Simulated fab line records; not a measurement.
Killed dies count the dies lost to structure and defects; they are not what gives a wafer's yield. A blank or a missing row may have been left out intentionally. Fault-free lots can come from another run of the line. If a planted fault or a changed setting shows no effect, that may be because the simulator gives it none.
Chamber matching + flow nand_harc + cmp-02 running NHARC_P_BONDPAD_CMP_19: 4 sister chambers
The step polishes, t overpolish 30 s, cu recess touch 16 s, target thk 160.81 nm. 4 wafers are shown with their chamber, then 12 later ones without.

WAFERS WITH THEIR CHAMBER
| wafer  | chamber | motor_current_A (A) |
|--------|---------|---------------------|
| L085.5 | 3       | 11.3                |
| L090.3 | 2       | 12.6                |
| L090.5 | 0       | 9.9                 |
| L090.6 | 1       | 10.2                |

WAFERS MISSING THEIR CHAMBER
| wafer  | motor_current_A (A) |
|--------|---------------------|
| L089.2 | 13.2                |
| L089.4 | 10.2                |
| L089.5 | 10.9                |
| L091.1 | 11.6                |
| L091.2 | 9.5                 |
| L091.5 | 12.6                |
| L095.1 | 11.7                |
| L095.2 | 10.5                |
| L095.5 | 11.0                |
| L097.1 | 10.5                |
| L097.3 | 11.4                |
| L097.5 | 11.6                |

WHICH CHAMBER EACH ONE RAN IN
| wafer  | from the rows above          | in truth |
|--------|------------------------------|----------|
| L089.2 | 2                            | 2        |
| L089.4 | can't be placed: 1 or 0      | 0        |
| L089.5 | can't be placed: 3 or 1 or 0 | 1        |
| L091.1 | 3                            | 3        |
| L091.2 | can't be placed: 0 or 1      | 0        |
| L091.5 | 2                            | 2        |
| L095.1 | can't be placed: 3 or 2      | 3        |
| L095.2 | can't be placed: 1 or 0 or 3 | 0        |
| L095.5 | can't be placed: 3 or 1      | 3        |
| L097.1 | can't be placed: 1 or 0 or 3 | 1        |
| L097.3 | 3                            | 3        |
| L097.5 | 3                            | 3        |
5 of 12 placed correctly. These rows do not allow placing 7 (true chamber among the candidates in 7). Placed wrongly: 0.
How it was worked out, from the rows above alone: a wafer's distance from a chamber is the root of the sum, over the readings, of the square of ((its reading less the chamber's mean) divided by the reading's scatter). If the next closest chamber is less than 2 further off than the closest, the wafer can't be placed; otherwise it belongs to the closest. A chamber's mean is the mean of its shown wafers. The scatter: root of mean squared gap, hidden wafer to nearest shown wafer, with one shown wafer a chamber.
